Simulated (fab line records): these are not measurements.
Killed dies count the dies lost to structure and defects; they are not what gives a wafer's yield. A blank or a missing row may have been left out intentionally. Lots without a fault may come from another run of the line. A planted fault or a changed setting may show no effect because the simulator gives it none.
A lot that was struck, set against a sound lot ; flow n5 finfet ; 36 out of 1938 route steps
Sound: the wafers L981.2, L981.5, L981.6. Struck: wafer L970.2 (L970.1, L970.3, from the same lot, were not struck and are left out); the cause is given at the end.
Per side, at each step with rows, come the tool, then ch with its chambers, and then its first start. Under that, the readings that differ: sound wafers ; struck wafers ; difference of the means ; sigmas: that difference in standard deviations of wafers without a fault.
alike: words and numbers the same on both sides, and readings whose means are apart by under 2 such deviations; not compared: readings that were withheld, readings missing a value for some wafer, numbers with overlapping values and no deviation given by the record, and bounds like >300 which may hide the same value.
The two part at a step that has a row with sigmas, a row that says differs or no value, or rows on one side only. Non-overlapping numbers with no deviation appear without sigmas and do not part them. A reading that every wafer of one side lacks parts them only if that side has two wafers or more.

first, 9 steps without rows for these wafers: N5_BEOL_M4_ANNEAL_95 (time 240 s); N5_BEOL_M4_SPUTTER_96 (material Cu, target thk 4.5 nm, time 8.29 s); N5_BEOL_M4_ECD_50 (material Cu, target thk 300 nm); N5_BEOL_M4_ANNEAL_51 (time 90 s); N5_BEOL_M4_CMP_52 (polishes, stops on SiOC, t overpolish 6.8 s, target thk 40 nm); N5_BEOL_M4_PRE_CLEAN_60 (time 15 s); N5_BEOL_M4_CO_CAP_55 (material Co, precursor CCTBA/H2, target thk 2 nm, time 102.1 s); N5_BEOL_M4_PRE_CLEAN_56 (time 15 s); N5_BEOL_M4_DEP_57 (deposits SiCN from 3MS/NH3, target thk 8 nm, time 14 s).
N5_BEOL_M4_RC_MEAS_101:
  sound on prober-02 ch 0, day 13 03:07; struck on prober-01 ch 0, day 9 19:45
reading;sound;struck;difference;sigmas
DIBL_N (mV/V);38.4 41.5 38.0;35.2;-4.1;-2
ION_P (uA/um);457 465 455;481;+22;+3
SS_N (mV/dec);72.7 73.4 72.5;70.7;-2.2;-3
  alike: DIBL_P, IOFF_N, IOFF_P, ION_N, SS_P, VT_N, VT_P
then, 24 steps without rows for these wafers: N5_BEOL_M5_ILD_DEP_00 (deposits SiCOH lowk from DEMS/porogen, target thk 140.64 nm, time 25.9 s); N5_BEOL_M5_CURE_79 (cures SiCOH lowk, time 240 s); N5_BEOL_M5_PECVD_70 (deposits SiO2 from TEOS/O2, target thk 16 nm, time 18 s); N5_BEOL_M5_HM_DEP_02 (deposits TiN, target thk 20 nm); N5_BEOL_M5_COAT_59 (time 60 s, resist thk 60 nm); N5_BEOL_M5_COAT_60 (time 60 s, resist thk 12 nm); N5_BEOL_M5_COAT_71 (time 60 s, resist thk 5 nm); N5_BEOL_M5_COAT_05 (resist thk 30 nm); N5_BEOL_M5_EBR_07; N5_BEOL_M5_SOFTBAKE_06 (time 60 s); N5_BEOL_M5_EXPOSE_08 (exposes mask M5, target cd 28 nm); N5_BEOL_M5_PEB_09 (peb time 60 s); N5_BEOL_M5_DEVELOP_10 (develop time 30 s); N5_BEOL_M5_DESCUM_16 (chemistry O2, time 7 s); N5_BEOL_M5_ETCH_72 (etches underlayer in N2/H2, target depth 6.5 nm, time 5.2 s); N5_BEOL_M5_ETCH_61 (etches SiARC in CF4, target depth 15.6 nm, time 26 s); N5_BEOL_M5_ETCH_62 (etches SOC in N2/H2, target depth 75 nm, overetch 15 nm, time 112.5 s); N5_BEOL_M5_STRIP_63 (strips in N2/H2); N5_BEOL_M5_STRIP_73 (strips in N2/H2); N5_BEOL_M5_STRIP_64 (strips in CF4); N5_BEOL_M5_HM_OPEN_17 (chemistry Cl2/BCl3, target TiN, target depth 20 nm, overetch 6 nm); N5_BEOL_M5_STRIP_19 (strips in O2); N5_BEOL_M5_COAT_65 (time 60 s, resist thk 60 nm); N5_BEOL_M5_COAT_66 (time 60 s, resist thk 12 nm).
-- the record jumps here: 2 days lie between the struck wafers' starts before and after (it left off in module BEOL_M5 and takes up again in module BEOL_M10, whose first step shown is number 1509 of the route) --
N5_BEOL_M10_VIA_ETCH_34: etches SiCOH lowk in C4F6/O2, target depth 184.5 nm, time 69.2 s.
  sound on rie diel-03 ch 0,1, day 15 04:41; struck on rie diel-04 ch 0, day 11 23:29
reading;sound;struck;difference;sigmas
showerhead plenum p Torr (Torr);2.92 2.88 2.92;2.69;-0.22;-3
model.etch.depth nm (nm);177.8 184.5 178.1;130.9;-49.2;
model.SOC_of_BEOL_M10_COAT_63.thk nm (nm);92.4 92.2 92.4;94.8;+2.5;
  alike: chamber pressure mTorr, drypump motor current A, oes product au, rf vpp V, throttle valve pct
  not compared: rf hours counter h
-- a jump in the record: the struck wafers' starts before and after are 2 days apart (it breaks off in module BEOL_M10 and resumes in module PASSIVATION, where the first step shown is number 1936 of the route) --
N5_PASSIVATION_PROBE_49:
  sound on prober-02 at day 17 10:57; struck on prober-02 at day 14 04:10
reading;sound;struck;difference;sigmas
defect limited yield (%);90.3;0;-90;-60
killed_at_M4_up;23;1101;+1078;+99 or more
killed dies;115;1180;+1065;+59
killed on rim;25;152;+127;+31
killed open;83;45;-38;-3
sort_bin_5_function (%);5.8;97.7;+91.9;+84
sort_bin_6_memory (%);3.3;1.9;-1.4;-2
sort n pass;1065;0;-1065;-59
sort yield pct (%);90.3;0;-90;-60
  alike: killed_at_M0_to_M3, killed at contacts, killed at front end, killed at other, killed short, sort_bin_4_leakage

WHERE THEY PART
Last at N5_PASSIVATION_PROBE_49 as far as this record goes, first at N5_BEOL_M4_RC_MEAS_101.

WHY: whatever the simulator had introduced
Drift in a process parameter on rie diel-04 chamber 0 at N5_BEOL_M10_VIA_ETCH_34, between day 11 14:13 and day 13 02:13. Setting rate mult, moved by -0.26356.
